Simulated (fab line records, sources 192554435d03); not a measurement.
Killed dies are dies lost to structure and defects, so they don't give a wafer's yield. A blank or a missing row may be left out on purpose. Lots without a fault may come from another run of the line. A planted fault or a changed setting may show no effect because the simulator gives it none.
Chamber matching | flow n5_finfet | N5_BEOL_M10_DESCUM_33 on rie_diel-04: 4 sister chambers
The step chemistry O2, time 7.9 s. 24 wafers are shown with their chamber, then 12 later ones without.

WAFERS WITH THEIR CHAMBER
wafer  | chamber | drypump_motor_current_A (A) | showerhead_plenum_p_Torr (Torr) | throttle_valve_pct (%)
L077.3 | 2       | 4.8                         | 2.05                            | 20.39
L077.4 | 0       | 5.8                         | 1.97                            | 20.51
L077.6 | 0       | 5.9                         | 1.97                            | 20.50
L076.3 | 2       | 4.8                         | 2.05                            | 20.38
L076.4 | 1       | 5.3                         | 2.14                            | 20.55
L076.6 | 1       | 5.3                         | 2.14                            | 20.57
L075.3 | 3       | 5.6                         | 1.97                            | 20.31
L075.4 | 2       | 4.8                         | 2.05                            | 20.39
L075.6 | 0       | 5.9                         | 1.97                            | 20.51
L078.2 | 1       | 5.3                         | 2.14                            | 20.57
L078.4 | 3       | 5.7                         | 1.97                            | 20.31
L078.5 | 0       | 5.9                         | 1.97                            | 20.51
L080.1 | 2       | 4.8                         | 2.04                            | 20.41
L080.4 | 0       | 5.9                         | 1.97                            | 20.52
L080.6 | 0       | 5.9                         | 1.97                            | 20.51
L082.1 | 0       | 5.9                         | 1.96                            | 20.52
L082.4 | 1       | 5.3                         | 2.14                            | 20.60
L082.5 | 0       | 5.9                         | 1.96                            | 20.54
L083.1 | 3       | 5.6                         | 1.96                            | 20.32
L083.2 | 1       | 5.3                         | 2.14                            | 20.58
L083.5 | 1       | 5.3                         | 2.14                            | 20.59
L085.2 | 0       | 5.9                         | 1.96                            | 20.54
L085.4 | 2       | 4.8                         | 2.04                            | 20.42
L085.6 | 2       | 4.8                         | 2.04                            | 20.42

SIGNATURES (means of the wafers above)
reading                  | chamber 0 | chamber 1 | chamber 2 | chamber 3 | scatter within a chamber
drypump_motor_current_A  | 5.889     | 5.300     | 4.800     | 5.633     | 0.0279
showerhead_plenum_p_Torr | 1.9667    | 2.1400    | 2.0450    | 1.9667    | 0.00456
throttle_valve_pct       | 20.5178   | 20.5767   | 20.4017   | 20.3133   | 0.0152
Rule: a wafer's distance from a chamber is the root of the sum, over the readings, of the square of ((its reading less the chamber's mean) divided by the reading's scatter). The wafer belongs to the nearest chamber; if the next one is less than 2 further off, it can't be placed. The scatter: the root of (the sum of the squares of (reading less its chamber's mean) over the shown wafers, divided by (wafers less chambers)).

WAFERS WITHOUT THEIR CHAMBER
wafer  | drypump_motor_current_A (A) | showerhead_plenum_p_Torr (Torr) | throttle_valve_pct (%)
L088.2 | 5.8                         | 1.96                            | 20.56
L088.5 | 5.6                         | 1.96                            | 20.34
L088.6 | 4.8                         | 2.04                            | 20.44
L090.2 | 5.9                         | 1.96                            | 20.55
L090.3 | 5.6                         | 1.96                            | 20.34
L090.4 | 4.8                         | 2.04                            | 20.44
L094.4 | 4.8                         | 2.03                            | 20.44
L094.5 | 5.9                         | 1.95                            | 20.59
L094.6 | 5.3                         | 2.13                            | 20.34
L097.4 | 5.8                         | 2.21                            | 20.06
L097.5 | 4.8                         | 2.03                            | 20.47
L097.6 | 5.3                         | 2.13                            | 20.33

WHICH CHAMBER EACH WENT THROUGH
wafer  | from the rows above | in truth
L088.2 | 0                   | 0
L088.5 | 3                   | 3
L088.6 | 2                   | 2
L090.2 | 0                   | 0
L090.3 | 3                   | 3
L090.4 | 2                   | 2
L094.4 | 2                   | 2
L094.5 | 0                   | 0
L094.6 | 1                   | 1
L097.4 | 1                   | 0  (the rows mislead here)
L097.5 | 2                   | 2
L097.6 | 1                   | 1
Placed correctly: 11 of 12. Can't be placed from these rows: 0. Placed wrongly: 1.
